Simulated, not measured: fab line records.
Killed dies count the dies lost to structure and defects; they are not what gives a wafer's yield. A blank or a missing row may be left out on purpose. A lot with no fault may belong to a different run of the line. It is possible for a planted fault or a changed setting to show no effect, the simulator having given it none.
fab line records	flow nand-harc
[record] lots = 12	wafers = 36	last-day = 32
route steps=1302 shown A_CHANNEL_HOLE_D1@472 A_CHANNEL_FILL_D1@494
lots with no fault: from the same line, run without faults
start-h: hours from the record's first day to the start of the lot's first wafer shown	wait-h: hours elapsed since this lot's preceding step	" as in the row above	L1.1+2: several wafers, shown together as one row	- no value present, or no start provided	* or withheld: withheld	< > ~ a bound
route shown NAME@n: a module of which the file shows steps, and the number in the route of the first	usual: mean and standard deviation over wafers with no fault	same: alike in all rows	chamber/n: place in a boat	sites: the reading at each site	_std_site: standard deviation across them	_edge_site: inner sites' mean taken away from outer sites' mean	radius-mm: for every site, how far away it sits from the centre of the wafer	mask NAME#n: copy n	behind: the tool/chamber that last shaped the wafer	hold: cause of the lot's hold/its duration in hours/its outcome	device: transistor that didn't switch, given as n, p or np	end of line: the tests these same wafers got at the end of their route	step lacking rows: just its recipe	killed: count of dies lost to structure and defects at first sort (not the wafer's yield)	map: shows each die of a wafer: x if killed, . if not, _ if none is there
set.NAME: the setting that was run; set.NAME@STEP: the one run at that earlier step	model.NAME: the simulator's own value behind a step, which no gauge read
the route's steps for a sample of lots (tables are steps, rows are wafers)
services: when a tool's chamber went out of use (start-h, in hours from the record's first day, below 0 if earlier), for how many hours, and the reason
[[steps]]
[step NHARC_A_CHANNEL_HOLE_D1_ETCH_20]
[recipe] bias-v = 3000	source-w = withheld	pressure-mtorr = 20	time-s = 361.9	ar-flow-sccm = 375	c4f8-flow-sccm = 89.3	o2-flow-sccm = 35.7	temp-c = -20	target-depth-a = 16000	chemistry = C4F8/O2/Ar
[usual] drypump-motor-current-A = 6.1/0.52	showerhead-plenum-p-Torr = 3.61/0.12	throttle-valve-pct = 32.155/0.0089
lot.wafer	tool	chamber	start-h	wait-h	drypump-motor-current-A	rf-hours-counter-h	showerhead-plenum-p-Torr	throttle-valve-pct
L630.3	har-etch-02	0	202.60	0.3	5.3	-	3.56	32.142
L630.5	"	0	"	"	5.3	-	3.56	32.150
L630.6	"	0	"	"	5.3	-	3.56	32.161
L634.1	har-etch-01	1	245.31	0.1	6.6	122	3.72	32.160
L634.3	"	0	"	"	6.4	-	3.57	32.156
L634.5	"	1	"	"	6.6	-	3.72	32.151
L641.1	har-etch-01	0	308.84	0.1	6.4	160	3.55	32.163
L641.2	"	1	"	"	6.6	160	3.69	32.139
L641.4	"	1	"	"	6.6	-	3.70	32.158
L642.4	har-etch-02	0	324.14	0.2	5.3	-	3.52	32.150
L642.3	"	1	"	"	6.1	-	3.50	32.141
L642.6	"	1	"	"	6.1	-	3.50	32.159
L643.2	har-etch-01	1	324.99	0.1	6.6	168	3.69	32.166
L643.3	"	0	"	"	6.4	-	3.54	32.152
L643.6	"	0	"	"	6.5	-	3.54	32.159
L644.1	har-etch-02	0	344.48	0.1	5.3	390	3.52	32.158
L644.2	"	1	"	"	6.1	375	3.50	32.144
L644.3	"	1	"	"	6.1	-	3.50	32.154
L645.2	har-etch-01	1	353.91	0.1	6.5	183	3.68	32.161
L645.1	"	0	"	"	6.4	183	3.54	32.164
L645.3	"	0	"	"	6.4	-	3.54	32.148
L646.1	har-etch-02	0	359.63	0.1	5.3	402	3.51	32.149
L646.2	"	1	"	"	6.1	386	3.49	32.147
L646.5	"	1	"	"	6.1	-	3.49	32.171
L647.2	har-etch-01	0	366.66	0.1	6.4	194	3.53	32.158
L647.1	"	1	"	"	6.6	194	3.68	32.146
L647.5	"	1	"	"	6.6	-	3.68	32.159
L649.2	har-etch-01	1	390.84	0.1	6.6	206	3.67	32.150
L649.1	"	0	"	"	6.5	206	3.52	32.157
L649.3	"	1	"	"	6.6	-	3.67	32.147
L648.1	har-etch-02	0	394.16	0.1	5.3	0	3.93	32.172
L648.3	"	1	"	"	6.1	-	3.93	32.164
L648.5	"	1	"	"	6.1	-	3.93	32.157
L650.1	har-etch-01	0	403.02	0.1	6.5	217	3.52	32.157
L650.3	"	0	"	"	6.5	-	3.52	32.150
L650.4	"	1	"	"	6.6	-	3.66	32.159
[step NHARC_A_CHANNEL_HOLE_D1_ETCH_33]
[recipe] bias-v = 400	source-w = 2000	pressure-mtorr = 25	time-s = 90	ar-flow-sccm = 375	c4f8-flow-sccm = 41.7	o2-flow-sccm = 83.3	temp-c = -20	target-depth-a = 4000	chemistry = C4F8/O2/Ar
[usual] drypump-motor-current-A = 6.1/0.52	showerhead-plenum-p-Torr = 3.65/0.12	throttle-valve-pct = 27.619/0.009
lot.wafer	tool	chamber	start-h	wait-h	drypump-motor-current-A	rf-hours-counter-h	showerhead-plenum-p-Torr	throttle-valve-pct
L630.3	har-etch-02	0	210.26	0.3	5.3	-	3.59	27.619
L630.5	"	0	"	"	5.3	-	3.59	27.633
L630.6	"	0	"	"	5.3	-	3.59	27.619
L634.1	har-etch-01	1	249.18	0.2	6.6	126	3.75	27.627
L634.3	"	0	"	"	6.4	-	3.60	27.644
L634.5	"	1	"	"	6.6	-	3.75	27.603
L641.1	har-etch-01	0	312.73	0.2	6.4	164	3.58	27.627
L641.2	"	1	"	"	6.5	164	3.73	27.615
L641.4	"	1	"	"	6.6	-	3.73	27.610
L642.4	har-etch-02	0	327.95	0.2	5.3	-	3.56	27.628
L642.3	"	1	"	"	6.1	-	3.54	27.614
L642.6	"	1	"	"	6.1	-	3.54	27.639
L643.2	har-etch-01	1	328.87	0.2	6.5	172	3.73	27.616
L643.3	"	0	"	"	6.4	-	3.58	27.617
L643.6	"	0	"	"	6.5	-	3.58	27.623
L644.1	har-etch-02	0	348.38	0.2	5.3	394	3.55	27.626
L644.2	"	1	"	"	6.1	379	3.53	27.619
L644.3	"	1	"	"	6.1	-	3.53	27.621
L645.2	har-etch-01	1	357.80	0.2	6.5	187	3.72	27.613
L645.1	"	0	"	"	6.4	187	3.57	27.626
L645.3	"	0	"	"	6.4	-	3.57	27.617
L646.1	har-etch-02	0	363.51	0.2	5.3	406	3.54	27.618
L646.2	"	1	"	"	6.1	390	3.52	27.637
L646.5	"	1	"	"	6.1	-	3.52	27.610
L647.2	har-etch-01	0	370.53	0.2	6.5	198	3.56	27.618
L647.1	"	1	"	"	6.6	198	3.71	27.606
L647.5	"	1	"	"	6.6	-	3.71	27.614
L649.2	har-etch-01	1	394.74	0.2	6.6	210	3.71	27.612
L649.1	"	0	"	"	6.5	210	3.56	27.614
L649.3	"	1	"	"	6.6	-	3.71	27.619
L648.1	har-etch-02	0	398.01	0.2	5.3	4	3.98	27.622
L648.3	"	1	"	"	6.1	-	3.98	27.607
L648.5	"	1	"	"	6.1	-	3.98	27.627
L650.1	har-etch-01	0	406.87	0.2	6.4	221	3.55	27.627
L650.3	"	0	"	"	6.4	-	3.55	27.605
L650.4	"	1	"	"	6.6	-	3.70	27.620
[step NHARC_A_CHANNEL_FILL_D1_ALD_14]
[recipe] target-thk-a = 25	pulse-time-s = 10	ald-cycles = 25	temp-c = 300	material = SiO2
[usual] ald-cycles = 25/0	heater-power-w = 474/62	precursor-pulse-height-rel = 1.000/0.021
lot.wafer	tool	chamber	start-h	wait-h	ald-cycles	heater-power-w	precursor-pulse-height-rel
L630.3	ald-hk-02	2	219.79	0.2	25	470	0.979
L630.5	"	3	"	"	25	485	1.008
L630.6	"	0	"	"	25	359	1.019
L634.3	ald-hk-01	1	258.12	0.1	25	505	1.021
L634.1	"	2	"	"	25	565	1.048
L634.5	"	1	"	"	25	502	0.978
L641.4	ald-hk-02	3	321.75	0.0	25	490	0.982
L641.1	"	0	"	"	25	359	0.980
L641.2	"	2	"	"	25	480	0.981
L642.4	ald-hk-02	0	336.88	0.1	25	360	1.017
L642.3	"	1	"	"	25	524	0.996
L642.6	"	0	"	"	25	375	0.978
L643.2	ald-hk-02	1	337.10	0.3	25	533	1.000
L643.3	"	2	"	"	25	484	0.955
L643.6	"	0	"	"	25	366	0.997
L644.1	ald-hk-01	0	358.04	0.3	25	470	0.987
L644.3	"	2	"	"	25	569	1.003
L644.2	"	3	"	"	25	445	1.007
L645.3	ald-hk-02	0	366.94	0.0	25	356	0.995
L645.1	"	1	"	"	25	541	0.993
L645.2	"	3	"	"	25	517	1.016
L646.1	ald-hk-03	2	372.47	0.1	25	447	1.025
L646.2	"	0	"	"	25	526	0.957
L646.5	"	2	"	"	25	461	1.000
L647.1	ald-hk-03	0	380.28	0.1	25	533	0.983
L647.2	"	1	"	"	25	517	0.994
L647.5	"	0	"	"	25	538	1.005
L649.2	ald-hk-02	3	403.67	0.0	25	508	0.987
L649.1	"	1	"	"	25	568	1.009
L649.3	"	2	"	"	25	462	0.994
L648.1	ald-hk-03	0	407.01	0.1	25	517	0.969
L648.3	"	1	"	"	25	490	1.005
L648.5	"	3	"	"	25	383	0.989
L650.4	ald-hk-02	2	415.74	0.0	25	467	0.972
L650.1	"	3	"	"	25	511	0.993
L650.3	"	0	"	"	25	358	1.056
[step NHARC_A_CHANNEL_FILL_D1_ALD_16]
[recipe] target-thk-a = 15	pulse-time-s = 10	ald-cycles = 15	temp-c = 300	material = SiO2
[usual] ald-cycles = 15/0	heater-power-w = 480/56	precursor-pulse-height-rel = 0.999/0.018
lot.wafer	tool	chamber	start-h	wait-h	ald-cycles	heater-power-w	precursor-pulse-height-rel
L630.3	ald-hk-02	1	224.88	0.1	15	512	0.990
L630.5	"	0	"	"	15	362	0.973
L630.6	"	1	"	"	15	516	1.012
L634.3	ald-hk-02	0	263.33	0.1	15	359	1.034
L634.1	"	1	"	"	15	513	1.021
L634.5	"	3	"	"	19	495	0.980
L641.2	ald-hk-03	1	327.06	0.2	15	506	0.982
L641.4	"	2	"	"	15	453	0.995
L641.1	"	0	"	"	15	516	1.004
L642.4	ald-hk-03	0	343.10	1.2	15	521	0.987
L642.3	"	2	"	"	15	465	0.991
L642.6	"	3	"	"	15	367	1.009
L643.3	ald-hk-03	3	343.23	1.3	15	376	1.016
L643.2	"	0	"	"	15	532	1.014
L643.6	"	0	"	"	15	519	0.998
L644.1	ald-hk-02	2	363.23	0.0	15	471	1.023
L644.2	"	0	"	"	15	361	1.030
L644.3	"	1	"	"	15	549	1.019
L645.2	ald-hk-01	1	372.13	0.0	15	510	1.012
L645.3	"	2	"	"	15	542	1.008
L645.1	"	0	"	"	15	473	0.990
L646.1	ald-hk-01	0	377.64	0.1	15	464	0.993
L646.2	"	2	"	"	15	554	0.985
L646.5	"	3	"	"	15	449	1.019
L647.1	ald-hk-03	0	385.46	0.1	15	510	1.011
L647.2	"	1	"	"	15	515	0.998
L647.5	"	0	"	"	15	516	1.039
L649.1	ald-hk-02	2	409.10	0.3	15	486	1.038
L649.3	"	3	"	"	15	509	1.021
L649.2	"	0	"	"	15	358	0.984
L648.3	ald-hk-01	1	412.15	0.0	15	521	0.964
L648.1	"	3	"	"	15	452	0.995
L648.5	"	1	"	"	15	529	1.003
L650.3	ald-hk-01	2	420.99	0.1	15	559	1.027
L650.1	"	3	"	"	15	450	1.020
L650.4	"	0	"	"	15	473	0.964
[[services]]
tool	chamber	start-h	hours	kind
ald-hk-02	0	184.40	-	clean
ald-hk-02	1	184.40	-	clean
ald-hk-02	2	184.40	-	clean
ald-hk-02	3	184.40	-	clean
har-etch-02	1	193.88	-	consumable-replace:focus-ring
har-etch-02	1	193.88	17.0	scheduled-down
har-etch-02	1	193.88	17.0	vent-cycle
ald-hk-03	-	195.28	1.2	repair
ald-hk-01	-	204.06	0.8	repair
har-etch-01	-	209.52	1.1	repair
ald-hk-03	-	212.00	10.0	pm
ald-hk-01	-	296.09	10.0	pm
ald-hk-02	-	353.08	10.0	pm
ald-hk-02	0	353.08	10.0	vent-cycle
ald-hk-02	1	353.08	10.0	vent-cycle
ald-hk-02	2	353.08	10.0	vent-cycle
ald-hk-02	3	353.08	10.0	vent-cycle
ald-hk-02	0	363.08	-	clean
ald-hk-02	1	363.08	-	clean
ald-hk-02	2	363.08	-	clean
ald-hk-02	3	363.08	-	clean
har-etch-02	-	377.00	17.0	pm
har-etch-02	0	377.00	17.0	vent-cycle
ald-hk-03	-	390.00	10.0	pm
[[key]]
[first-sign] step = NHARC_A_CHANNEL_FILL_D1_ALD_16	reading = ald-cycles	direction = up	sigmas = 99+	usual = 15	struck = 19
effect none on later readings
met-at NHARC_A_CHANNEL_FILL_D1_ALD_16
struck-lots L634
struck-wafers L634.5
tester-left-out L634
not-acting-at NHARC_A_CHANNEL_HOLE_D1_ETCH_20,NHARC_A_CHANNEL_HOLE_D1_ETCH_33,NHARC_A_CHANNEL_FILL_D1_ALD_14
onset-between 224.88 263.33
[fault] kind = process-parameter-drift	tool = ald-hk-02	chamber = -	onset-h = 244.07	steps = NHARC_A_CHANNEL_FILL_D1_ALD_16	channel = ald-cycles	offset = 4	shape = step	end-h = 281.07	scope = struck-wafers-only	acts-in = these-recipes-only	stated = 15
// tester-left-out: of these lots the tester's yield and bins aren't shown, on N5 and GAA mostly nor the transistor test; their killed dies are dies lost to structure and defects alone, not to doping, threshold or leakage, so they don't give the yield
